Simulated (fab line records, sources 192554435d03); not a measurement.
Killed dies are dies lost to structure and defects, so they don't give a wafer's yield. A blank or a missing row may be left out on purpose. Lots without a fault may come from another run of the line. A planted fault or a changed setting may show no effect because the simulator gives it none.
Chamber matching | flow n5_finfet | N5_HKMG_FIN_ALD_79 on ald_metal-03: 4 sister chambers
The step deposits TiN, target thk 1.5 nm, pulse time 1 s, purge time 3 s. 4 wafers are shown with their chamber, then 8 later ones without.

WAFERS WITH THEIR CHAMBER
wafer  | chamber | heater_power_w (W)
L093.2 | 0       | 869
L093.4 | 3       | 954
L093.5 | 1       | 1054
L094.1 | 2       | 655

WAFERS WITHOUT THEIR CHAMBER
wafer  | heater_power_w (W)
L094.4 | 858
L094.6 | 930
L095.1 | 665
L095.3 | 857
L095.4 | 922
L096.1 | 942
L096.3 | 670
L096.4 | 1027

WHICH CHAMBER EACH WENT THROUGH
wafer  | from the rows above     | in truth
L094.4 | 0                       | 0
L094.6 | can't be placed: 3 or 0 | 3
L095.1 | 2                       | 2
L095.3 | 0                       | 0
L095.4 | can't be placed: 3 or 0 | 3
L096.1 | 3                       | 3
L096.3 | 2                       | 2
L096.4 | 1                       | 1
Placed correctly: 6 of 8. Can't be placed from these rows: 2 (the true chamber is among the candidates in 2). Placed wrongly: 0.
How it was worked out, from the rows above alone: a wafer's distance from a chamber is the root of the sum, over the readings, of the square of ((its reading less the chamber's mean) divided by the reading's scatter). The wafer belongs to the nearest chamber; if the next one is less than 2 further off, it can't be placed. A chamber's mean is the mean of its shown wafers. The scatter: with one shown wafer a chamber, the root of the mean of the squares of how far each hidden wafer lies from its nearest shown one.
